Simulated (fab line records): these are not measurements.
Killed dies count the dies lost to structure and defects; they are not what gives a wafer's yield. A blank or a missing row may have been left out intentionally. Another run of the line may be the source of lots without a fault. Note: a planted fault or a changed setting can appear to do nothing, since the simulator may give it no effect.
Matching of chambers	flow n5_finfet	N5_ILD0_CMP_07 on cmp-03: 4 sister chambers
The step polishes SiO2 flowable, stops on poly-Si, t overpolish 1.18 s, target thk 138.88 nm. 8 wafers are shown with their chamber, then 7 later ones without.

WAFERS PAIRED WITH THEIR CHAMBERS
wafer	chamber	motor_current_A (A)	head_pressure_psi (psi)
L891.4	1	10.3	4.155
L894.3	0	10.0	4.162
L896.4	0	10.2	4.151
L901.3	3	13.2	4.146
L901.5	2	11.2	4.145
L901.6	3	11.7	4.134
L906.4	1	9.7	4.141
L906.5	2	11.2	4.152

WAFERS WHOSE CHAMBER IS MISSING
wafer	motor_current_A (A)	head_pressure_psi (psi)
L906.6	10.3	4.159
L907.1	10.2	4.161
L907.3	13.1	4.142
L907.5	10.6	4.137
L910.2	10.9	4.149
L910.5	12.7	4.149
L910.6	11.0	4.152

WHICH CHAMBER EACH WENT THROUGH
wafer	from the rows above	in truth
L906.6	can't be placed: 0 or 1 or 2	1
L907.1	can't be placed: 0 or 1 or 2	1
L907.3	3	3
L907.5	can't be placed: 1 or 2 or 0 or 3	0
L910.2	can't be placed: 2 or 1 or 0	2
L910.5	can't be placed: 3 or 2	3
L910.6	can't be placed: 2 or 0 or 1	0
Correct placement for 1 of the 7. Can't be placed from these rows: 6 (the true chamber is among the candidates in 6). Wrongly placed: 0.
How it was worked out, from the rows above alone: a wafer's distance from a chamber is the root of the sum, over the readings, of the square of ((its reading less the chamber's mean) divided by the reading's scatter). The wafer belongs to the nearest chamber; if the next one is less than 2 further off, it can't be placed. For every chamber, the mean is computed from those of its wafers that are shown. How the scatter is found: for the shown wafers, subtract from each reading the mean of its chamber, square and add these, divide the total by (wafers less chambers), then take the root.
